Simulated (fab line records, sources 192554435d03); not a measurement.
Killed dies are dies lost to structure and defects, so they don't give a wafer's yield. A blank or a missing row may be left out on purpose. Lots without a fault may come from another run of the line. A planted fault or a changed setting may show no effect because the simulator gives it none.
Chamber matching | flow n5_finfet | N5_MOL_CONTACT_COAG_ETCH_105 on rie_diel-04: 4 sister chambers
The step etches SiARC in CF4, target depth 15.6 nm, time 26 s. 8 wafers are shown with their chamber, then 10 later ones without.

WAFERS WITH THEIR CHAMBER
wafer  | chamber | drypump_motor_current_A (A) | throttle_valve_pct (%)
L079.2 | 0       | 5.1                         | 15.87
L079.4 | 3       | 5.7                         | 15.68
L084.1 | 3       | 5.6                         | 15.71
L084.5 | 2       | 5.7                         | 15.47
L085.2 | 2       | 5.7                         | 15.49
L085.6 | 1       | 6.3                         | 15.49
L087.1 | 0       | 5.1                         | 15.90
L087.2 | 1       | 6.3                         | 15.50

WAFERS WITHOUT THEIR CHAMBER
wafer  | drypump_motor_current_A (A) | throttle_valve_pct (%)
L087.6 | 5.1                         | 15.92
L089.1 | 5.7                         | 15.50
L089.2 | 5.6                         | 15.72
L089.5 | 6.3                         | 15.51
L091.3 | 5.1                         | 15.93
L091.4 | 6.2                         | 15.53
L091.6 | 5.1                         | 15.92
L092.3 | 5.1                         | 15.93
L092.5 | 5.7                         | 15.49
L092.6 | 5.6                         | 15.73

WHICH CHAMBER EACH WENT THROUGH
wafer  | from the rows above | in truth
L087.6 | 0                   | 0
L089.1 | 2                   | 2
L089.2 | 3                   | 3
L089.5 | 1                   | 1
L091.3 | 0                   | 0
L091.4 | 1                   | 1
L091.6 | 0                   | 0
L092.3 | 0                   | 0
L092.5 | 2                   | 2
L092.6 | 3                   | 3
Placed correctly: 10 of 10. Can't be placed from these rows: 0. Placed wrongly: 0.
How it was worked out, from the rows above alone: a wafer's distance from a chamber is the root of the sum, over the readings, of the square of ((its reading less the chamber's mean) divided by the reading's scatter). The wafer belongs to the nearest chamber; if the next one is less than 2 further off, it can't be placed. A chamber's mean is the mean of its shown wafers. The scatter: the root of (the sum of the squares of (reading less its chamber's mean) over the shown wafers, divided by (wafers less chambers)).
